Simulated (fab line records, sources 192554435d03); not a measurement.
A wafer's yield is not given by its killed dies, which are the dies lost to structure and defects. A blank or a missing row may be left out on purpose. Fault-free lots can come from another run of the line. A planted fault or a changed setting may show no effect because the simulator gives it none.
A struck lot beside a sound one :: flow n5-finfet :: 15 steps out of a route of 1938
Sound: these wafers, L944.1, L944.2, L944.4. Wafers struck: L954.4, L954.5. At the end, the cause is stated.
Per side, at each step with rows, come the tool, then ch with its chambers, and then its first start. Under that, the readings that differ: sound wafers :: struck wafers :: difference of the means :: sigmas: that difference in standard deviations of wafers without a fault.
alike: a reading whose means differ by less than 2 such deviations, as well as words and numbers matching on both sides. not compared: withheld readings; readings where some wafer has no value; bounds like >300 that might hide an equal value; numbers whose values overlap and for which the record gives no deviation.
A row with sigmas, a row that says differs or no value, or rows on one side alone: a step with any of these is where the two part. Numbers that don't overlap but have no deviation are shown without sigmas and don't part them. Lack of a reading on every wafer of one side parts them only where that side has two or more wafers.

first, 8 steps without rows for these wafers: N5_BEOL_M10_COAT_59 (time 60 s, resist thk 100 nm); N5_BEOL_M10_COAT_60 (time 60 s, resist thk 30 nm); N5_BEOL_M10_COAT_05 (resist thk 90 nm); N5_BEOL_M10_EBR_07; N5_BEOL_M10_SOFTBAKE_06 (time 60 s); N5_BEOL_M10_EXPOSE_08 (exposes mask M10); N5_BEOL_M10_PEB_09 (peb time 60 s); N5_BEOL_M10_DEVELOP_10 (develop time 30 s).
N5_BEOL_M10_CD_MEAS_11 targets a cd of 64.1 nm.
  sound on cd-sem-02 ch 0, day 11 22:29; struck on cd-sem-03 ch 0, day 14 19:02
  alike: cd-nm
N5_BEOL_M10_OVL_MEAS_12:
  sound on overlay-02 ch 0, day 11 22:31; struck on overlay-01 ch 0, day 14 19:04
  alike: M10_OVL
N5_BEOL_M10_INSPECT_13: inspects for defects (brightfield).
  sound: defect-inspect-02 at day 11 22:32; struck: defect-inspect-02 at day 14 19:05
  alike: raw-defect-count
N5_BEOL_M10_DESCUM_16: chemistry O2, time 7.9 s.
  sound on rie-diel-03 ch 0,1,3, day 11 22:39; struck on rie-diel-04 ch 1,2, day 14 19:08
  alike: drypump-motor-current-A, oes-product-au, rf-vpp-V, showerhead-plenum-p-Torr, throttle-valve-pct
  not compared: rf-hours-counter-h
N5_BEOL_M10_ETCH_61: etches SiARC in CF4, target depth 39 nm, time 65 s.
  sound on rie-diel-03 ch 0,1,3, day 11 22:41; struck on rie-diel-04 ch 1,2, day 14 19:10
reading: etch-rf-on-time-s (s)
sound: 65.9 65.9 64.3
struck: 42.5 42.5
difference: -22.9
sigmas: -21

reading: oes-product-au (a.u.)
sound: 0.67 0.61 0.73
struck: 0.92 1.06
difference: +0.32
sigmas: +5
  alike: bias-w, drypump-motor-current-A, mfc-ar-sccm, rf-vpp-V, showerhead-plenum-p-Torr, throttle-valve-pct
  not compared: rf-hours-counter-h
N5_BEOL_M10_ETCH_62: etches SOC in N2/H2, target depth 110 nm, overetch 22 nm, time 165 s.
  sound on rie-diel-03 ch 0,1,3, day 11 22:44; struck on rie-diel-04 ch 1,2, day 14 19:13
  alike: bias-w, drypump-motor-current-A, oes-product-au, rf-vpp-V, showerhead-plenum-p-Torr, throttle-valve-pct
  not compared: rf-hours-counter-h
N5_PASSIVATION_PROBE_49:
  rows exist in the record for the sound wafers here (prober-02, day 14 07:17), none for the struck ones

## WHERE THEY PART
First at N5_BEOL_M10_ETCH_61; last, within this record, at N5_PASSIVATION_PROBE_49.

WHY: the cause the simulator had injected
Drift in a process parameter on rie-diel-04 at N5_BEOL_M10_ETCH_61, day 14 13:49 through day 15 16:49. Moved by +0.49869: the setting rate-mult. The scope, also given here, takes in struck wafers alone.
